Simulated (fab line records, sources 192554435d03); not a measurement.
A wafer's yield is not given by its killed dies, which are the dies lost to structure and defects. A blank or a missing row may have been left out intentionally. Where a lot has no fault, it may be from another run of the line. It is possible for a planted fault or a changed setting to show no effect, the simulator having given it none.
Split-lot experiment + flow n5Finfet + on a route of 1938 steps: 7 lots, 38 wafers read

== THE SPLIT ITSELF ==
At N5_BEOL_M13_TRENCH_ETCH_34 (etches SiOC in C4F8/O2/Ar, target depth 413.47 nm, time 162.6 s), the setting timeS was moved away from the recipe's 162.6 s on 15 of the 38 wafers read, by -48.2% to +53.3%. This setting was run at the recipe's value on the other wafers.

== FROM THE SPLIT TO THE READING: what the file shows between them, 10 steps ==
- N5_BEOL_M13_STRIP_70: strips in C4F8/O2/Ar
- N5_BEOL_M13_OCD_MEAS_35
- N5_BEOL_M13_STRIP_37: strips in N2/H2
- N5_BEOL_M13_ETCH_38: etches SiCN in CF4/N2, target depth 67.5 nm, time 71.9 s
- N5_BEOL_M13_ECD_47: material Cu, target thk 936 nm
- N5_BEOL_M13_ANNEAL_48: time 90 s
- N5_BEOL_M13_CMP_49: polishes, stops on SiOC, t overpolish 17.1 s, target thk 420 nm
- N5_BEOL_M13_THK_MEAS_50: measures by xrf
- N5_BEOL_M13_PRE_CLEAN_52: time 15 s
- N5_BEOL_M13_DEP_53: deposits SiCN from 3MS/NH3, target thk 50 nm, time 17.8 s

== THE READING ==
M13_RS (ohm/sq), read at N5_BEOL_M13_RS_MEAS_54 with a four-point probe. A value of 0.0453 ohm/sq with a standard deviation of 0.0006 ohm/sq is what fault-free wafers of this fab line usually give.

| wafer  | tool, chamber at the split | timeS as run, s | against the recipe | M13_RS, ohm/sq | against lot-mates on the recipe |
|--------|----------------------------|-----------------|--------------------|----------------|---------------------------------|
| L079.1 | rieDiel-06, 0              | 162.6           | recipe             | 0.0456         | -                               |
| L079.2 | rieDiel-06, 2              | 162.6           | recipe             | 0.0461         | -                               |
| L079.3 | rieDiel-06, 1              | 162.6           | recipe             | 0.0462         | -                               |
| L079.4 | rieDiel-06, 3,0            | 114.4           | -29.6%             | 0.0655         | +0.0195                         |
| L079.5 | rieDiel-06, 1              | 114.4           | -29.6%             | 0.0663         | +0.0203                         |
| L079.6 | rieDiel-06, 3,0            | 114.4           | -29.6%             | 0.0653         | +0.0193                         |
| L080.1 | rieDiel-02, 3              | 162.6           | recipe             | 0.0450         | -                               |
| L080.2 | rieDiel-02, 1              | 162.6           | recipe             | 0.0442         | -                               |
| L080.3 | rieDiel-02, 0              | 162.6           | recipe             | 0.0439         | -                               |
| L080.5 | rieDiel-02, 2              | 162.6           | recipe             | 0.0452         | -                               |
| L080.6 | rieDiel-02, 1              | 162.6           | recipe             | 0.0438         | -                               |
| L082.3 | rieDiel-06, 2              | 162.6           | recipe             | 0.0451         | -                               |
| L082.4 | rieDiel-06, 2              | 162.6           | recipe             | 0.0457         | -                               |
| L082.5 | rieDiel-06, 3              | 162.6           | recipe             | 0.0451         | -                               |
| L083.1 | rieDiel-06, 3              | 162.6           | recipe             | 0.0453         | -                               |
| L083.2 | rieDiel-06, 2              | 200.1           | +23.1%             | 0.0369         | -0.0085                         |
| L083.3 | rieDiel-06, 1              | 200.1           | +23.1%             | 0.0368         | -0.0086                         |
| L083.4 | rieDiel-06, 0              | 200.1           | +23.1%             | 0.0365         | -0.0089                         |
| L083.5 | rieDiel-06, 0              | 162.6           | recipe             | 0.0452         | -                               |
| L083.6 | rieDiel-06, 3              | 162.6           | recipe             | 0.0456         | -                               |
| L087.1 | rieDiel-06, 3              | 162.6           | recipe             | 0.0461         | -                               |
| L087.2 | rieDiel-06, 2              | 162.6           | recipe             | 0.0457         | -                               |
| L087.3 | rieDiel-06, 0              | 84.24           | -48.2%             | 0.0904         | +0.0446                         |
| L087.4 | rieDiel-06, 1              | 84.24           | -48.2%             | 0.0907         | +0.0449                         |
| L087.5 | rieDiel-06, 2              | 84.24           | -48.2%             | 0.0892         | +0.0434                         |
| L087.6 | rieDiel-06, 3              | 162.6           | recipe             | 0.0457         | -                               |
| L090.1 | rieDiel-06, 1,0            | 249.2           | +53.3%             | 0.0297         | -0.0159                         |
| L090.2 | rieDiel-06, 1,0            | 249.2           | +53.3%             | 0.0296         | -0.0160                         |
| L090.3 | rieDiel-06, 3              | 162.6           | recipe             | 0.0455         | -                               |
| L090.4 | rieDiel-06, 2              | 249.2           | +53.3%             | 0.0292         | -0.0164                         |
| L090.5 | rieDiel-06, 0              | 162.6           | recipe             | 0.0456         | -                               |
| L090.6 | rieDiel-06, 1              | 162.6           | recipe             | 0.0458         | -                               |
| L092.1 | rieDiel-06, 3              | 162.6           | recipe             | 0.0458         | -                               |
| L092.2 | rieDiel-06, 0              | 187.5           | +15.3%             | 0.0403         | -0.0053                         |
| L092.3 | rieDiel-06, 1              | 187.5           | +15.3%             | 0.0395         | -0.0061                         |
| L092.4 | rieDiel-06, 2              | 187.5           | +15.3%             | 0.0392         | -0.0064                         |
| L092.5 | rieDiel-06, 3              | 162.6           | recipe             | 0.0457         | -                               |
| L092.6 | rieDiel-06, 2              | 162.6           | recipe             | 0.0452         | -                               |
When a row names more than one chamber, that row covers several wafers, and the file does not tell which wafer ran in which chamber.

THE FIT
A straight line over all 38 wafers: M13_RS changes by -0.000579 ohm/sq for each +1% of timeS; r = -0.92; the points scatter about the line by 0.0058 ohm/sq.
The same after taking each lot's own level away (the mean of its wafers on the recipe; 38 wafers): -0.000575 ohm/sq for each +1%; r = -0.92; scatter 0.0057 ohm/sq.
That fit puts the effect of the largest move of timeS on the reading at 0.031 ohm/sq.
The lots' own levels span 0.04442 to 0.04597 ohm/sq, that is 2.6 times the standard deviation above.
The two slopes agree, so the slope changes little with the lot-to-lot level.
Check: -0.0295 ohm/sq against its lot-mates is what the line predicts for one of the wafers moved furthest among these (+53.3%) when that wafer is left out of the fit. It came out at -0.0159 ohm/sq against them.

== THE OTHER SPLITS THESE WAFERS WENT THROUGH ==
Other splits were also applied to these wafers ahead of the reading. Each is held against what the fit with the lots' levels taken away leaves over:
| other split on the same wafers | wafers away from the commonest value | r with M13_RS (lot level and that fit taken away) |
|--------------------------------|--------------------------------------|---------------------------------------------------|
| N5_BEOL_M10_DEP_56 targetThkA  | 17                                   | -0.16                                             |

== THE WHOLE CHAIN: every reading that the file lists as answering this split, in the file's order ==
| step                       | what it does                                                    | reading                                                                      | change (the file's fit)               | r (the file's) |
|----------------------------|-----------------------------------------------------------------|------------------------------------------------------------------------------|---------------------------------------|----------------|
| N5_BEOL_M13_TRENCH_ETCH_34 | etches SiOC in C4F8/O2/Ar, target depth 413.47 nm, time 162.6 s | etch.depthNm (the simulator's own value, which no gauge read)                | +4.08 nm for each +1% of the setting  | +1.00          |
| N5_BEOL_M13_OCD_MEAS_35    |                                                                 | trenchDepthNm                                                                | +4.08 nm for each +1% of the setting  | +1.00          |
| N5_BEOL_M13_CMP_49         | polishes, stops on SiOC, t overpolish 17.1 s, target thk 420 nm | Cu_of_BEOL_M13_ECD_47.thkNm (the simulator's own value, which no gauge read) | +4.08 nm for each +1% of the setting  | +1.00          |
| N5_BEOL_M13_THK_MEAS_50    | measures by xrf                                                 | M13_THK                                                                      | +4.07 for each +1% of the setting     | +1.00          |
| N5_BEOL_M13_RS_MEAS_54     | measures by four-point-probe                                    | M13_RS                                                                       | -0.000568 for each +1% of the setting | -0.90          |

== FILE'S OWN FIT ==
M13_RS changes by -0.000568 ohm/sq for each +1% of timeS, r = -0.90.
